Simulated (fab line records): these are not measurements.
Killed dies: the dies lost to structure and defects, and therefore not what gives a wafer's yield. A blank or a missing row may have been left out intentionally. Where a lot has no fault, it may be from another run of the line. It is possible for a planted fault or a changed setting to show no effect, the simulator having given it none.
fab line records    flow nand-harc
record lots=13  wafers=39  last-day=24
route steps=1159 shown A_BONDPAD@1085 HYBRID_BOND@1099 THIN_TSV@1122 END@1159
lots with no fault: from the same line, run without faults
start-h: the number of hours between the record's first day and the start of the first shown wafer of the lot    wait-h: time in hours since the lot's previous step    " identical to the entry in the row above    L1.1+2: a single row standing in for several wafers    - no value, or no start was given    * or withheld: withheld    < > ~ a bound
route shown NAME@n: NAME is a module with steps in the file, n the number in the route of the first one    usual: average and standard deviation across the fault-free wafers    same: alike in all rows    chamber/n: place in a boat    sites: the reading at each site    _std_site: their standard deviation    _edge_site: mean of outer sites minus mean of inner sites    radius-mm: how far each site lies from the wafer's centre    mask NAME#n: copy n    behind: the tool/chamber that last shaped the wafer    hold: what put the lot on hold/how long, in hours/how the hold closed    device: transistor that didn't switch, given as n, p or np    end of line: tests run on the same wafers once the route is complete    step lacking rows: just its recipe    killed: at the first sort, the dies lost to defects and structure; wafer yield is something else    map: dies across one wafer; x = killed, . = not, _ = none there
set.NAME: setting as actually run; set.NAME@STEP: the setting as run at that earlier step    model.NAME: the simulator's own value behind a step, which no gauge read
steps of the route over a sample of lots; a table a step, a row a wafer
services: the hour from which a tool's chamber was out of use, counted from the record's first day as start-h (under 0 if before that day), plus the number of hours and why
## steps
# step NHARC_A_BONDPAD_PVD_27
# recipe target-thk-a=300  chamber-pressure-pa=5  power-w=5000  substrate-temp-c=30  time-s=20.49  material=Cu
# usual chamber-pressure-pa=5.000/0.0097  throttle-valve-pct=30.4/1.1
lot.wafer  tool            chamber  start-h  wait-h  chamber-pressure-pa  throttle-valve-pct
L340.4     pvd-sputter-03  -        412.86   -       4.992                30.0
L340.1     "               -        "        "       5.009                30.5
L340.6     "               -        "        "       5.004                29.9
L341.1     pvd-sputter-02  -        414.38   -       5.000                29.0
L341.2     "               -        "        "       4.999                29.4
L341.6     "               -        "        "       5.003                28.8
L342.1     pvd-sputter-03  -        424.89   -       4.998                32.0
L342.2     "               -        "        "       4.999                31.0
L342.3     "               -        "        "       4.998                29.7
L343.4     pvd-sputter-01  -        428.94   -       4.989                29.6
L343.2     "               -        "        "       4.983                31.8
L343.6     "               -        "        "       4.992                30.4
L344.3     pvd-sputter-01  -        446.16   -       4.994                30.4
L344.4     "               -        "        "       4.988                31.7
L344.5     "               -        "        "       5.014                29.8
L345.1     pvd-sputter-01  -        447.08   -       5.002                29.9
L345.2     "               -        "        "       5.003                29.9
L345.6     "               -        "        "       4.992                29.7
L347.3     pvd-sputter-01  -        457.62   -       5.000                30.6
L347.1     "               -        "        "       4.989                32.0
L347.5     "               -        "        "       4.987                31.9
L348.3     pvd-sputter-01  -        459.23   -       4.992                32.1
L348.5     "               -        "        "       4.988                29.8
L348.6     "               -        "        "       5.004                30.4
L349.3     pvd-sputter-01  -        485.71   -       5.007                29.7
L349.1     "               -        "        "       5.011                29.7
L349.5     "               -        "        "       5.002                31.9
L356.1     pvd-sputter-02  -        520.83   -       4.992                29.1
L356.4     "               -        "        "       4.989                32.3
L356.5     "               -        "        "       4.995                32.2
L360.4     pvd-sputter-02  -        524.03   -       5.004                31.4
L360.1     "               -        "        "       5.007                29.2
L360.3     "               -        "        "       4.993                32.0
L357.4     pvd-sputter-01  -        539.43   -       4.997                29.3
L357.2     "               -        "        "       5.017                30.2
L357.6     "               -        "        "       4.988                29.0
L361.1     pvd-sputter-02  -        544.59   -       5.018                31.2
L361.4     "               -        "        "       4.989                29.4
L361.5     "               -        "        "       5.006                31.4
# step NHARC_HYBRID_BOND_OVL_MEAS_05
# usual overlay-x-nm=-1/32  overlay-y-nm=2/31
lot.wafer  tool        chamber  start-h  wait-h  overlay-x-nm  overlay-y-nm
L340.1     overlay-02  -        426.49   0.4     -31           51
L340.4     "           -        "        "       -16           -46
L340.6     "           -        "        "       -39           -22
L341.1     overlay-01  -        426.51   0.4     71            -28
L341.2     "           -        "        "       32            -38
L341.6     "           -        "        "       -13           31
L342.1     overlay-01  -        438.05   0.4     11            -46
L342.2     "           -        "        "       1             2
L342.3     "           -        "        "       13            17
L343.2     overlay-02  -        438.05   0.4     11            -75
L343.4     "           -        "        "       97            -52
L343.6     "           -        "        "       12            21
L345.1     overlay-01  -        460.12   0.4     -29           16
L345.2     "           -        "        "       -37           -2
L345.6     "           -        "        "       -26           15
L344.3     overlay-02  -        460.12   0.4     47            42
L344.4     "           -        "        "       15            -18
L344.5     "           -        "        "       -23           37
L347.1     overlay-02  -        468.44   0.4     15            0
L347.3     "           -        "        "       5             6
L348.3     overlay-02  -        468.46   0.4     -61           33
L349.1     overlay-02  -        504.04   0.4     -59           37
L349.3     "           -        "        "       14            25
L356.1     overlay-01  -        531.94   0.4     -32           55
L356.4     "           -        "        "       -17           -43
L356.5     "           -        "        "       27            -18
L360.1     overlay-02  -        531.96   0.4     47            -20
L360.3     "           -        "        "       -21           38
L360.4     "           -        "        "       -3            39
L357.2     overlay-01  -        550.63   0.4     -53           16
L357.4     "           -        "        "       -34           -18
L357.6     "           -        "        "       10            -10
L361.1     overlay-01  -        556.73   0.4     43            32
L361.4     "           -        "        "       -10           -6
L361.5     "           -        "        "       9             -7
# step NHARC_THIN_TSV_STRIP_45
# recipe power-w=1500  temp-c=250  chemistry=O2
# usual drypump-motor-current-A=5.8/0.44  heater-power-w=309/27  rf-refl-power-W=22/5.5
lot.wafer  tool             chamber  start-h  wait-h  drypump-motor-current-A  heater-power-w  rf-hours-counter-h  rf-refl-power-W
L340.1     plasma-asher-02  1        430.52   0.3     6.1                      361             21                  15
L340.4     "                0        "        "       5.7                      297             -                   22
L340.6     "                0        "        "       5.8                      290             -                   22
L341.1     plasma-asher-02  0        431.73   0.2     5.8                      292             22                  -
L341.2     "                1        "        "       6.1                      359             22                  -
L341.6     "                1        "        "       6.1                      350             -                   -
L343.2     plasma-asher-01  1        442.01   0.1     5.2                      302             54                  30
L343.4     "                0        "        "       6.3                      285             -                   21
L343.6     "                0        "        "       6.3                      281             -                   21
L342.1     plasma-asher-02  0        443.20   0.2     5.8                      295             28                  20
L342.2     "                1        "        "       6.1                      348             28                  15
L342.3     "                1        "        "       6.1                      361             -                   16
L345.2     plasma-asher-02  0        463.88   0.1     5.8                      299             35                  22
L345.1     "                1        "        "       6.1                      351             35                  15
L345.6     "                1        "        "       6.1                      361             -                   15
L344.3     plasma-asher-01  0        465.22   0.2     6.3                      276             -                   21
L344.4     "                1        "        "       5.1                      293             -                   31
L344.5     "                0        "        "       6.3                      289             -                   20
L347.1     plasma-asher-01  0        472.11   0.1     6.2                      286             3                   21
L347.3     "                1        "        "       5.1                      296             -                   30
L348.3     plasma-asher-02  0        474.72   0.2     5.8                      294             -                   22
L349.1     plasma-asher-02  1        507.81   0.1     6.1                      352             49                  15
L349.3     "                1        "        "       6.1                      360             -                   15
L356.1     plasma-asher-01  0        535.77   0.1     6.3                      296             22                  20
L356.4     "                0        "        "       6.2                      295             -                   21
L356.5     "                0        "        "       6.3                      288             -                   21
L360.1     plasma-asher-01  0        536.86   0.1     6.2                      300             22                  20
L360.3     "                1        "        "       5.2                      293             -                   29
L360.4     "                0        "        "       6.3                      285             -                   21
L357.2     plasma-asher-01  1        554.47   0.1     5.1                      296             33                  -
L357.4     "                1        "        "       5.2                      296             -                   -
L357.6     "                1        "        "       5.1                      293             -                   -
L361.1     plasma-asher-01  1        562.61   0.2     5.1                      301             36                  30
L361.4     "                1        "        "       5.1                      303             -                   30
L361.5     "                1        "        "       5.2                      291             -                   30
# step NHARC_THIN_TSV_PRE_CLEAN_54
# recipe time-s=30  temp-c=280  gas=H2/He
# usual heater-power-w=412/48
lot.wafer  tool            chamber  start-h  wait-h  heater-power-w
L340.4     pvd-sputter-03  -        434.57   0.0     395
L340.1     "               -        "        "       412
L340.6     "               -        "        "       404
L341.1     pvd-sputter-02  -        435.64   0.1     372
L341.2     "               -        "        "       534
L341.6     "               -        "        "       455
L343.4     pvd-sputter-03  -        445.91   0.0     406
L343.2     "               -        "        "       386
L343.6     "               -        "        "       380
L342.1     pvd-sputter-02  -        447.12   0.0     436
L342.3     "               -        "        "       374
L342.2     "               -        "        "       464
L345.1     pvd-sputter-02  -        467.76   0.0     389
L345.2     "               -        "        "       524
L345.6     "               -        "        "       380
L344.4     pvd-sputter-01  -        469.33   0.1     436
L344.3     "               -        "        "       373
L344.5     "               -        "        "       450
L347.3     pvd-sputter-03  -        476.30   0.0     338
L347.1     "               -        "        "       435
L348.3     pvd-sputter-02  -        478.70   0.1     426
L349.1     pvd-sputter-03  -        512.00   0.1     391
L349.3     "               -        "        "       330
L356.1     pvd-sputter-01  -        539.71   0.1     385
L356.4     "               -        "        "       399
L356.5     "               -        "        "       428
L360.1     pvd-sputter-03  -        540.65   0.0     394
L360.4     "               -        "        "       445
L360.3     "               -        "        "       388
L357.2     pvd-sputter-01  -        558.24   0.1     442
L357.4     "               -        "        "       394
L357.6     "               -        "        "       365
L361.4     pvd-sputter-02  -        566.65   0.0     535
L361.1     "               -        "        "       441
L361.5     "               -        "        "       463
# step NHARC_END_SORT_01
# recipe temp-c=25
# usual defect-limited-yield=95.4/1.5  killed-at-array=26/9.6  killed-at-other=0.7/0.92  killed-at-periphery=3.8/2.7  killed-dies=31/10  killed-open=3.3/1.7  killed-short=1.8/1.3  sort_bin_2_pct=1.4/0.62  sort_bin_3_pct=0.23/0.21  sort_bin_4_pct=2.9/0.95  sort-n-pass=646/10  sort-rim-yield-pct=94/3.2  sort-yield-pct=95.4/1.5
# same gross-dies=677  sort_bin_5_pct[%]=0  sort_bin_6_pct[%]=0  sort_bin_7_pct[%]=0  sort_bin_8_pct[%]=0  sort-rim-n-gross=106.00
lot.wafer  tool       chamber  start-h  wait-h  defect-limited-yield[%]  killed-at-array  killed-at-other  killed-at-periphery  killed-dies  killed-open  killed-short  sort_bin_2_pct[%]  sort_bin_3_pct[%]  sort_bin_4_pct[%]  sort-n-pass  sort-rim-yield-pct[%]  sort-yield-pct[%]
L348.3     prober-02  0        487.72   3.1     95.6                     27               0                3                    30           0            1             1.5                0.30               2.7                647          96                     95.6
L348.5     prober-02  0        489.34   3.7     0                        672              0                5                    677          4            1             96.9               0.44               2.7                0            0                      0
L348.6     prober-02  0        490.16   4.1     0                        675              0                2                    677          2            1             96.8               0.30               3.0                0            0                      0
L347.1     prober-02  0        493.93   2.5     96.6                     19               0                4                    23           1            3             0.9                0                  2.5                654          92                     96.6
L347.3     prober-02  0        495.50   3.0     96.2                     18               1                7                    26           2            3             0.7                0                  3.1                651          93                     96.2
L347.5     prober-02  0        497.06   3.6     0                        669              0                8                    677          2            1             97.9               0                  2.1                0            0                      0
L349.1     prober-01  0        522.05   2.5     94.2                     38               0                1                    39           4            1             1.3                0.44               4.0                638          97                     94.2
L349.3     prober-01  0        523.64   3.1     92.9                     42               1                5                    48           3            2             1.3                0.15               5.6                629          94                     92.9
L349.5     prober-01  0        525.24   3.7     0                        674              0                3                    677          3            1             96.2               0.59               3.2                0            0                      0
L357.2     prober-01  0        569.53   2.8     95.9                     25               1                2                    28           2            1             1.5                0                  2.7                649          91                     95.9
L357.4     prober-01  0        571.15   3.4     95.6                     30               0                0                    30           5            3             1.2                0.30               3.0                647          97                     95.6
L357.6     prober-01  0        572.78   4.1     95.3                     28               1                3                    32           1            2             1.6                0                  3.1                645          89                     95.3
# killed by level:class
L348.3 A_CHANNEL_HOLE_D1:chamber-film-flake=16 A_SLIT:chamber-film-flake=8 A_ZERO_WELL:chamber-film-flake=3 P_GATE:geometric-particle:short=1 P_ZERO_WELL:chamber-film-flake=1 P_GATE:chamber-film-flake=1
L348.5 A_BONDPAD:area-pvd=643 A_CHANNEL_HOLE_D1:chamber-film-flake=18 A_SLIT:chamber-film-flake=6 P_GATE:geometric-particle:open=2 P_GATE:chamber-film-flake=2 P_CONTACT:geometric-particle:open=1 A_WL_FILL:geometric-particle:short=1 A_CONTACT:geometric-particle:open=1
L348.6 A_BONDPAD:area-pvd=642 A_CHANNEL_HOLE_D1:chamber-film-flake=15 A_SLIT:chamber-film-flake=9 A_ZERO_WELL:chamber-film-flake=3 A_SGD_CUT:chamber-film-flake=2 P_M0:geometric-particle:open=1 A_ONON_D1:geometric-particle:open=1 A_CHANNEL_FILL_D1:geometric-particle:short=1
L347.1 A_SLIT:chamber-film-flake=8 A_CONTACT:chamber-film-flake=3 P_GATE:chamber-film-flake=2 A_ZERO_WELL:chamber-film-flake=2 A_SGD_CUT:chamber-film-flake=2 P_M0:geometric-particle:open=1 A_SOURCE_PLATE:geometric-particle:short=1 A_ONON_D1:geometric-particle:short=1
L347.3 A_ZERO_WELL:chamber-film-flake=4 A_SLIT:chamber-film-flake=4 A_CHANNEL_HOLE_D1:chamber-film-flake=3 P_GATE:chamber-film-flake=2 A_SGD_CUT:chamber-film-flake=2 P_ZERO_WELL:geometric-particle:open=1 P_M2:geometric-particle:open=1 A_ONON_D1:geometric-particle:short=1
L347.5 A_BONDPAD:area-pvd=656 A_CHANNEL_HOLE_D1:chamber-film-flake=5 A_CONTACT:chamber-film-flake=5 P_GATE:chamber-film-flake=4 A_SLIT:chamber-film-flake=2 P_STI:geometric-particle:short=1 P_BONDPAD:geometric-particle:open=1 A_CONTACT:geometric-particle:open=1
L349.1 A_CHANNEL_HOLE_D1:chamber-film-flake=14 A_SGD_CUT:chamber-film-flake=10 A_SLIT:chamber-film-flake=4 A_CONTACT:chamber-film-flake=4 A_CONTACT:geometric-particle:open=2 P_M1:geometric-particle:open=1 A_WL_FILL:geometric-particle:short=1 A_BLC:geometric-particle:open=1
L349.3 A_CHANNEL_HOLE_D1:chamber-film-flake=22 A_SLIT:chamber-film-flake=7 A_STAIRCASE:chamber-film-flake=3 A_SGD_CUT:chamber-film-flake=3 A_CONTACT:geometric-particle:open=2 P_M1:chamber-film-flake=2 A_CHANNEL_FILL_D1:chamber-film-flake=2 A_CONTACT:chamber-film-flake=2
L349.5 A_BONDPAD:area-pvd=638 A_CHANNEL_HOLE_D1:chamber-film-flake=14 A_SLIT:chamber-film-flake=8 A_SGD_CUT:chamber-film-flake=5 A_CONTACT:chamber-film-flake=3 A_CHANNEL_FILL_D1:chamber-film-flake=2 P_M0:geometric-particle:open=1 P_M2:geometric-particle:open=1
L357.2 A_CHANNEL_HOLE_D1:chamber-film-flake=10 A_CONTACT:chamber-film-flake=9 A_STAIRCASE:chamber-film-flake=4 P_M0:geometric-particle:open=1 A_ONON_D1:geometric-particle:short=1 A_CONTACT:geometric-particle:open=1 P_M0:chamber-film-flake=1 THIN_TSV:chamber-film-flake=1
L357.4 A_CONTACT:chamber-film-flake=10 A_CHANNEL_HOLE_D1:chamber-film-flake=7 A_STAIRCASE:chamber-film-flake=5 A_ONON_D1:geometric-particle:open=1 A_ONON_D1:geometric-particle:short=1 A_SGD_CUT:geometric-particle:short=1 A_SGD_CUT:geometric-particle:open=1 A_WL_FILL:geometric-particle:short=1
L357.6 A_CHANNEL_HOLE_D1:chamber-film-flake=12 A_CONTACT:chamber-film-flake=12 P_ZERO_WELL:chamber-film-flake=3 A_SOURCE_PLATE:geometric-particle:short=1 A_ONON_D1:geometric-particle:open=1 A_CHANNEL_FILL_D1:geometric-particle:short=1 A_STAIRCASE:chamber-film-flake=1 THIN_TSV:chamber-film-flake=1
## services
tool             chamber  start-h  hours  kind
pvd-sputter-02   -        392.04   10.0   pm
pvd-sputter-03   -        407.97   4.2    repair
pvd-sputter-01   -        415.92   9.9    repair
plasma-asher-01  -        424.20   7.4    repair
pvd-sputter-03   -        431.22   2.3    repair
plasma-asher-01  -        453.69   9.0    pm
plasma-asher-01  0        453.69   9.0    vent-cycle
plasma-asher-01  1        453.69   9.0    vent-cycle
pvd-sputter-03   -        458.00   10.0   pm
plasma-asher-01  0        462.69   -      clean
plasma-asher-01  1        462.69   -      clean
pvd-sputter-01   -        514.04   10.0   pm
plasma-asher-02  -        537.13   9.0    pm
plasma-asher-02  0        537.13   9.0    vent-cycle
plasma-asher-02  1        537.13   9.0    vent-cycle
plasma-asher-02  0        546.13   -      clean
plasma-asher-02  1        546.13   -      clean
pvd-sputter-02   -        553.28   11.5   repair
## key
first-sign step=NHARC_END_SORT_01  reading=sort_bin_2_pct  direction=up  sigmas=99+  usual=1.4  struck=96.9
effect step=NHARC_END_SORT_01  reading=killed-at-array  direction=up  sigmas=67  usual=26  struck=672
more-kills-born-at NHARC_A_BONDPAD_PVD_27@pvd-sputter-01=2579
met-at NHARC_A_BONDPAD_PVD_27
struck-lots L347,L348,L349
struck-wafers L347.5,L348.5,L348.6,L349.5
later-rows-left-out L347.5,L348.5,L348.6,L349.5
not-acting-at NHARC_HYBRID_BOND_OVL_MEAS_05,NHARC_THIN_TSV_STRIP_45,NHARC_THIN_TSV_PRE_CLEAN_54
onset-between 447.08 457.62
fault kind=process-parameter-drift  tool=pvd-sputter-01  chamber=-  onset-h=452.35  steps=NHARC_A_BONDPAD_PVD_27  channel=target-thk-a  offset=*  shape=step  end-h=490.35  scope=struck-wafers-only  acts-in=*  stated=*
# later-rows-left-out: the simulator's readings of these wafers behind a module that went badly wrong aren't trusted and aren't shown, but for the sort
